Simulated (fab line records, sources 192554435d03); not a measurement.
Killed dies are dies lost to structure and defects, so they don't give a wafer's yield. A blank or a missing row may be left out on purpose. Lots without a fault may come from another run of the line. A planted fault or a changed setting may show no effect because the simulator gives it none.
One fault seen from 3 desks | flow n5_finfet | each desk has only its own numbers; what lay behind them comes last

THE DEFECT DESK
What the inspections along the route counted, lot by lot: means of the sampled wafers that have a number. A lot is out of limits, marked OUT, if its mean lies more than 4 standard deviations from the usual mean; the brackets give that distance.
Columns: A = raw_defect_count at N5_BEOL_M8_INSPECT_13, usual 370
lot  | first seen here | A
L338 | day 9 06:10     | 410
L340 | day 9 13:57     | 337
L347 | day 11 21:19    | 306
L352 | day 12 13:16    | 257
L359 | day 14 23:25    | 349
This desk's finding: nothing out of limits on any of the 5 lots.

THE METROLOGY DESK
What the gauges read, lot by lot, whatever tool the lot ran on: means of the sampled wafers that have a number. A lot is out of limits, marked OUT, if its mean lies more than 4 standard deviations from the usual mean; the brackets give that distance.
Columns: A = cd_nm at N5_BEOL_M8_CD_MEAS_11, usual 38.9 nm; B = M8_OVL at N5_BEOL_M8_OVL_MEAS_12, usual -0.1 nm
lot  | first seen here | A    | B
L338 | day 9 06:06     | 39.9 | -0.4
L340 | day 9 13:53     | 39.1 | -0.2
L347 | day 11 21:15    | 39.3 | -0.1
L352 | day 12 13:13    | 39.4 | 0.2
L359 | day 14 23:22    | 39.1 | -0.1
This desk's finding: nothing out of limits on any of the 5 lots.

THE TOOL OWNER'S DESK: rie_diel-01
The tool's own readings at N5_BEOL_M8_ETCH_62 (etches SOC in N2/H2, target depth 110 nm, overetch 22 nm, time 165 s): means of the sampled wafers that have a number, for each lot that ran on this tool. A lot is out of limits, marked OUT, if its mean lies more than 4 standard deviations from the usual mean; the brackets give that distance.
Columns: A = drypump_motor_current_A at N5_BEOL_M8_ETCH_62, usual 5.3 A; B = oes_product_au at N5_BEOL_M8_ETCH_62, usual 0.68 a.u.; C = rf_vpp_V at N5_BEOL_M8_ETCH_62, usual 523.3 V; D = showerhead_plenum_p_Torr at N5_BEOL_M8_ETCH_62, usual 2.53 Torr; E = throttle_valve_pct at N5_BEOL_M8_ETCH_62, usual 17.78 %
lot  | first seen here | A   | B    | C     | D    | E
L338 | day 9 06:17     | 5.3 | 0.66 | 524.4 | 2.53 | 17.81
L347 | day 11 21:26    | 4.8 | 0.65 | 525.3 | 2.57 | 17.80
This desk's finding: nothing out of limits on any of the 2 lots.

PUT TOGETHER
The defect desk saw nothing out of limits.
The metrology desk saw nothing out of limits.
The tool owner's desk saw nothing out of limits.

WHAT THE SIMULATOR HAD PUT IN
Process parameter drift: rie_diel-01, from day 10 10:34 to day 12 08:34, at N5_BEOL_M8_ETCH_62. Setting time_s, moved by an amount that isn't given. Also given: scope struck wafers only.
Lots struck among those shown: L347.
